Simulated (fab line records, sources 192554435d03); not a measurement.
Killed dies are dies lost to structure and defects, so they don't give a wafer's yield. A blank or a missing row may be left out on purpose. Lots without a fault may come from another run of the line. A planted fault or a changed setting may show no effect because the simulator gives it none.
Which tool did it? | flow n5_finfet | 24 lots, 72 wafers sampled, at 2 steps of a route of 1938

WHAT THE GAUGES READ, wafer by wafer
N5_BEOL_M5_OVL_MEAS_12. Usual: M5_OVL -0.1 nm, standard deviation 0.61.
lot  | measured     | on         | M5_OVL (nm)    | flag
L074 | day 7 14:41  | overlay-02 | 0.2 0.4 0.5    |
L075 | day 8 11:41  | overlay-01 | -0.5 -0.5 0.4  |
L076 | day 8 14:17  | overlay-02 | -0.1 -0.4 -0.4 |
L077 | day 8 16:36  | overlay-02 | -0.2 0.0 -0.2  |
L078 | day 8 20:02  | overlay-01 | -0.7 -1.4 -0.4 |
L079 | day 9 06:46  | overlay-01 | -0.4 -0.2 -0.2 |
L080 | day 9 14:54  | overlay-02 | -1.2 -0.9 -0.9 |
L082 | day 9 17:06  | overlay-01 | 0.2 -0.9 0.0   |
L081 | day 9 21:56  | overlay-01 | -0.3 0.4 -1.2  |
L083 | day 10 00:53 | overlay-02 | 1.0 1.0 -0.1   |
L084 | day 10 12:48 | overlay-02 | 0.8 -0.4 -0.2  |
L085 | day 10 14:44 | overlay-01 | 0.8 0.7 1.0    |
L087 | day 11 05:16 | overlay-01 | -0.4 -0.5 -0.3 |
L086 | day 11 08:47 | overlay-01 | 0.7 0.0 1.7    |
L089 | day 11 11:52 | overlay-02 | 0.1 0.6 0.3    |
L088 | day 11 18:14 | overlay-02 | 0.1 0.1 0.4    |
L090 | day 11 20:56 | overlay-02 | -0.2 -0.3 0.0  |
L091 | day 12 07:48 | overlay-02 | 0.1 0.1 -0.1   |
L092 | day 12 14:20 | overlay-01 | 0.2 0.1 -1.4   |
L094 | day 12 17:41 | overlay-02 | -1.1 -0.4 -1.0 |
L093 | day 12 17:08 | overlay-01 | 0.4 -0.6 0.5   |
L095 | day 13 00:17 | overlay-01 | 0.5 0.1 -0.3   |
L096 | day 13 09:25 | overlay-02 | -0.9 0.0 -0.5  |
L097 | day 14 00:56 | overlay-01 | 0.1 0.8 0.2    |

WHICH TOOL RAN EACH LOT (tool, then ch and the chambers of the sampled wafers, then the start)
lot  | N5_BEOL_M4_ANNEAL_95
L074 | pvd_sputter-02, day 7 10:38
L075 | pvd_sputter-01, day 8 06:53
L076 | pvd_sputter-01, day 8 10:34
L077 | pvd_sputter-01, day 8 12:47
L078 | pvd_sputter-03, day 8 15:47
L079 | pvd_sputter-02, day 9 03:17
L080 | pvd_sputter-01, day 9 11:16
L082 | pvd_sputter-03, day 9 13:04
L081 | pvd_sputter-03, day 9 18:30
L083 | pvd_sputter-02, day 9 18:58
L084 | pvd_sputter-01, day 10 09:04
L085 | pvd_sputter-01, day 10 10:55
L087 | pvd_sputter-01, day 11 00:10
L086 | pvd_sputter-02, day 11 04:58
L089 | pvd_sputter-03, day 11 07:43
L088 | pvd_sputter-02, day 11 13:55
L090 | pvd_sputter-01, day 11 15:19
L091 | pvd_sputter-03, day 12 03:08
L092 | pvd_sputter-01, day 12 08:13
L094 | pvd_sputter-01, day 12 13:10
L093 | pvd_sputter-02, day 12 13:22
L095 | pvd_sputter-03, day 12 19:08
L096 | pvd_sputter-03, day 13 05:03
L097 | pvd_sputter-03, day 13 20:54
- N5_BEOL_M4_ANNEAL_95: time 240 s.

WHAT THE TOOLS THEMSELVES READ (means of the sampled wafers that have a number; where no wafer has one, the mark that the record gives instead)
N5_BEOL_M4_ANNEAL_95. Usual: heater_power_w 820 W, standard deviation 90.
lot  | tool           | heater_power_w (W) | flag
L074 | pvd_sputter-02 | 798                |
L075 | pvd_sputter-01 | 903                |
L076 | pvd_sputter-01 | 898                |
L077 | pvd_sputter-01 | 888                |
L078 | pvd_sputter-03 | 762                |
L079 | pvd_sputter-02 | 787                |
L080 | pvd_sputter-01 | 903                |
L082 | pvd_sputter-03 | 827                |
L081 | pvd_sputter-03 | 809                |
L083 | pvd_sputter-02 | 802                |
L084 | pvd_sputter-01 | 840                |
L085 | pvd_sputter-01 | 806                |
L087 | pvd_sputter-01 | 914                |
L086 | pvd_sputter-02 | 790                |
L089 | pvd_sputter-03 | 802                |
L088 | pvd_sputter-02 | 721                |
L090 | pvd_sputter-01 | 799                |
L091 | pvd_sputter-03 | 814                |
L092 | pvd_sputter-01 | 816                |
L094 | pvd_sputter-01 | 893                |
L093 | pvd_sputter-02 | 790                |
L095 | pvd_sputter-03 | 857                |
L096 | pvd_sputter-03 | 805                |
L097 | pvd_sputter-03 | 835                |

THE ANSWER, worked out from the rows above alone
Rule: a lot is off if the mean of its wafers that have a number lies more than 3 standard deviations from the usual mean. A lot without any number at a reading at which 4 lots or more have one is off too. The other lots that the step has rows for count as sound. The gauges are gone through in route order, then the tools' own readings, and for those a lot's mean is taken as printed above. The first step at which some lot is off is used, and at that step the reading that is off furthest; a lot without a number counts as furthest.
No lot is off at any reading shown: from this, nothing can be told.

WHAT THE SIMULATOR HAD PUT IN
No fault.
